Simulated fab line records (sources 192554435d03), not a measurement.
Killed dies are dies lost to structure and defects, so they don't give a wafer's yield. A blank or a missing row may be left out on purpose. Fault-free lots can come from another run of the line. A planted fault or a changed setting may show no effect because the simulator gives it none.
Matching of chambers    flow n5 finfet    N5_ILD0_LINER_00 on ald sin-03 has 4 sister chambers
The step material SiNx, target thk 4 nm, pulse time 1 s, purge time 2 s. 7 wafers are shown with their chamber, then 8 later ones without.

WAFERS PAIRED WITH THEIR CHAMBERS
wafer   chamber  heater power w (W)  precursor pulse height rel
L078.2  2        887                 0.972
L081.5  0        830                 1.003
L081.6  1        800                 0.985
L084.1  0        868                 1.002
L084.2  3        888                 1.008
L084.4  1        811                 0.983
L086.2  3        931                 0.984

WAFERS MISSING THEIR CHAMBER
wafer   heater power w (W)  precursor pulse height rel
L086.4  851                 1.011
L086.6  837                 1.018
L091.2  833                 0.985
L091.4  848                 0.969
L091.5  785                 1.009
L094.1  898                 0.973
L094.2  851                 1.039
L094.4  866                 1.006

WHICH CHAMBER EACH ONE RAN IN
wafer   from the rows above           in truth
L086.4  0                             0
L086.6  0                             0
L091.2  can't be placed: 1 or 0 or 2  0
L091.4  can't be placed: 2 or 1 or 0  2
L091.5  can't be placed: 1 or 0       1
L094.1  can't be placed: 2 or 3       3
L094.2  can't be placed: 0 or 3       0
L094.4  can't be placed: 0 or 3       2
Correctly placed: 2 of 8. Can't be placed from these rows: 6 (the true chamber is among the candidates in 5). Number placed wrongly: 0.
How it was worked out, from the rows above alone: a wafer's distance from a chamber is the root of the sum, over the readings, of the square of ((its reading less the chamber's mean) divided by the reading's scatter). The wafer belongs to the nearest chamber; if the next one is less than 2 further off, it can't be placed. A chamber's mean is the mean of its shown wafers. The scatter: the root of (the sum of the squares of (reading less its chamber's mean) over the shown wafers, divided by (wafers less chambers)).
